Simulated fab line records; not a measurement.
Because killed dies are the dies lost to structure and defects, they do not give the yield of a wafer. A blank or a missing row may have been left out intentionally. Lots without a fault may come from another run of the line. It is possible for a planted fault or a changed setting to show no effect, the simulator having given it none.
Matching of chambers / flow n5Finfet / 4 sister chambers for N5_BEOL_M3_STRIP_36 on rieDiel-02
The step strips in N2/H2. 27 wafers are shown with their chamber, then 12 later ones without.

== WAFERS WITH THEIR CHAMBER ==
wafer=L078.1; chamber=2; showerheadPlenumPTorr (Torr)=2.70; drypumpMotorCurrentA (A)=5.9; throttleValvePct (%)=23.80
wafer=L078.2; chamber=1; showerheadPlenumPTorr (Torr)=2.49; drypumpMotorCurrentA (A)=5.1; throttleValvePct (%)=23.81
wafer=L078.3; chamber=0; showerheadPlenumPTorr (Torr)=2.53; drypumpMotorCurrentA (A)=5.7; throttleValvePct (%)=23.82
wafer=L078.4; chamber=3; showerheadPlenumPTorr (Torr)=2.51; drypumpMotorCurrentA (A)=5.7; throttleValvePct (%)=24.04
wafer=L078.5; chamber=2; showerheadPlenumPTorr (Torr)=2.70; drypumpMotorCurrentA (A)=5.8; throttleValvePct (%)=23.78
wafer=L078.6; chamber=1; showerheadPlenumPTorr (Torr)=2.49; drypumpMotorCurrentA (A)=5.1; throttleValvePct (%)=23.82
wafer=L080.2; chamber=3; showerheadPlenumPTorr (Torr)=2.50; drypumpMotorCurrentA (A)=5.7; throttleValvePct (%)=24.07
wafer=L080.5; chamber=2; showerheadPlenumPTorr (Torr)=2.70; drypumpMotorCurrentA (A)=5.9; throttleValvePct (%)=23.85
wafer=L080.6; chamber=3; showerheadPlenumPTorr (Torr)=2.50; drypumpMotorCurrentA (A)=5.7; throttleValvePct (%)=24.03
wafer=L084.2; chamber=2; showerheadPlenumPTorr (Torr)=2.69; drypumpMotorCurrentA (A)=5.8; throttleValvePct (%)=23.80
wafer=L084.3; chamber=1; showerheadPlenumPTorr (Torr)=2.48; drypumpMotorCurrentA (A)=5.1; throttleValvePct (%)=23.82
wafer=L084.5; chamber=2; showerheadPlenumPTorr (Torr)=2.70; drypumpMotorCurrentA (A)=5.8; throttleValvePct (%)=23.79
wafer=L082.1; chamber=2; showerheadPlenumPTorr (Torr)=2.69; drypumpMotorCurrentA (A)=5.9; throttleValvePct (%)=23.82
wafer=L082.3; chamber=1; showerheadPlenumPTorr (Torr)=2.48; drypumpMotorCurrentA (A)=5.1; throttleValvePct (%)=23.81
wafer=L082.4; chamber=3; showerheadPlenumPTorr (Torr)=2.50; drypumpMotorCurrentA (A)=5.7; throttleValvePct (%)=24.07
wafer=L085.2; chamber=3; showerheadPlenumPTorr (Torr)=2.50; drypumpMotorCurrentA (A)=5.7; throttleValvePct (%)=24.04
wafer=L085.3; chamber=1; showerheadPlenumPTorr (Torr)=2.48; drypumpMotorCurrentA (A)=5.1; throttleValvePct (%)=23.86
wafer=L085.4; chamber=2; showerheadPlenumPTorr (Torr)=2.69; drypumpMotorCurrentA (A)=5.9; throttleValvePct (%)=23.81
wafer=L088.1; chamber=3; showerheadPlenumPTorr (Torr)=2.50; drypumpMotorCurrentA (A)=5.7; throttleValvePct (%)=24.08
wafer=L088.5; chamber=2; showerheadPlenumPTorr (Torr)=2.69; drypumpMotorCurrentA (A)=5.9; throttleValvePct (%)=23.82
wafer=L088.6; chamber=1; showerheadPlenumPTorr (Torr)=2.48; drypumpMotorCurrentA (A)=5.0; throttleValvePct (%)=23.83
wafer=L086.1; chamber=3; showerheadPlenumPTorr (Torr)=2.50; drypumpMotorCurrentA (A)=5.7; throttleValvePct (%)=24.09
wafer=L086.5; chamber=1; showerheadPlenumPTorr (Torr)=2.48; drypumpMotorCurrentA (A)=5.0; throttleValvePct (%)=23.83
wafer=L086.6; chamber=2; showerheadPlenumPTorr (Torr)=2.69; drypumpMotorCurrentA (A)=5.8; throttleValvePct (%)=23.85
wafer=L087.1; chamber=1; showerheadPlenumPTorr (Torr)=2.48; drypumpMotorCurrentA (A)=5.1; throttleValvePct (%)=23.84
wafer=L087.3; chamber=3; showerheadPlenumPTorr (Torr)=2.50; drypumpMotorCurrentA (A)=5.7; throttleValvePct (%)=24.08
wafer=L087.6; chamber=0; showerheadPlenumPTorr (Torr)=2.52; drypumpMotorCurrentA (A)=5.7; throttleValvePct (%)=23.84

SIGNATURES (means of the wafers above)
reading=showerheadPlenumPTorr; chamber 0=2.5250; chamber 1=2.4825; chamber 2=2.6944; chamber 3=2.5012; scatter within a chamber=0.00471
reading=drypumpMotorCurrentA; chamber 0=5.700; chamber 1=5.075; chamber 2=5.856; chamber 3=5.700; scatter within a chamber=0.0402
reading=throttleValvePct; chamber 0=23.8300; chamber 1=23.8275; chamber 2=23.8133; chamber 3=24.0625; scatter within a chamber=0.0214
Rule: distance of a wafer from a chamber = root of the sum over the readings of ((wafer's reading minus chamber's mean) / reading's scatter) squared. The wafer belongs to the nearest chamber; if the next one is less than 2 further off, it can't be placed. The scatter: take each reading less its chamber's mean, square it, sum over the shown wafers, divide by the number of wafers less the number of chambers, and take the root.

== WAFERS WITH NO CHAMBER GIVEN ==
wafer=L093.1; showerheadPlenumPTorr (Torr)=2.52; drypumpMotorCurrentA (A)=5.8; throttleValvePct (%)=23.82
wafer=L093.2; showerheadPlenumPTorr (Torr)=2.47; drypumpMotorCurrentA (A)=5.1; throttleValvePct (%)=23.87
wafer=L093.4; showerheadPlenumPTorr (Torr)=2.49; drypumpMotorCurrentA (A)=5.7; throttleValvePct (%)=24.08
wafer=L095.3; showerheadPlenumPTorr (Torr)=2.49; drypumpMotorCurrentA (A)=5.7; throttleValvePct (%)=24.08
wafer=L095.5; showerheadPlenumPTorr (Torr)=2.49; drypumpMotorCurrentA (A)=5.8; throttleValvePct (%)=24.09
wafer=L095.6; showerheadPlenumPTorr (Torr)=2.52; drypumpMotorCurrentA (A)=5.7; throttleValvePct (%)=23.82
wafer=L094.1; showerheadPlenumPTorr (Torr)=2.49; drypumpMotorCurrentA (A)=5.7; throttleValvePct (%)=24.09
wafer=L094.5; showerheadPlenumPTorr (Torr)=2.49; drypumpMotorCurrentA (A)=5.7; throttleValvePct (%)=24.07
wafer=L094.6; showerheadPlenumPTorr (Torr)=2.52; drypumpMotorCurrentA (A)=5.7; throttleValvePct (%)=23.84
wafer=L096.1; showerheadPlenumPTorr (Torr)=2.49; drypumpMotorCurrentA (A)=5.7; throttleValvePct (%)=24.09
wafer=L096.2; showerheadPlenumPTorr (Torr)=2.51; drypumpMotorCurrentA (A)=5.7; throttleValvePct (%)=23.86
wafer=L096.4; showerheadPlenumPTorr (Torr)=2.68; drypumpMotorCurrentA (A)=5.8; throttleValvePct (%)=23.86

== WHICH CHAMBER EACH ONE RAN IN ==
wafer=L093.1; from the rows above=0; in truth=0
wafer=L093.2; from the rows above=1; in truth=1
wafer=L093.4; from the rows above=3; in truth=3
wafer=L095.3; from the rows above=3; in truth=3
wafer=L095.5; from the rows above=3; in truth=3
wafer=L095.6; from the rows above=0; in truth=0
wafer=L094.1; from the rows above=3; in truth=3
wafer=L094.5; from the rows above=3; in truth=3
wafer=L094.6; from the rows above=0; in truth=0
wafer=L096.1; from the rows above=3; in truth=3
wafer=L096.2; from the rows above=0; in truth=0
wafer=L096.4; from the rows above=2; in truth=2
Correct placement for 12 of the 12. Number that these rows cannot place: 0. Number placed wrongly: 0.
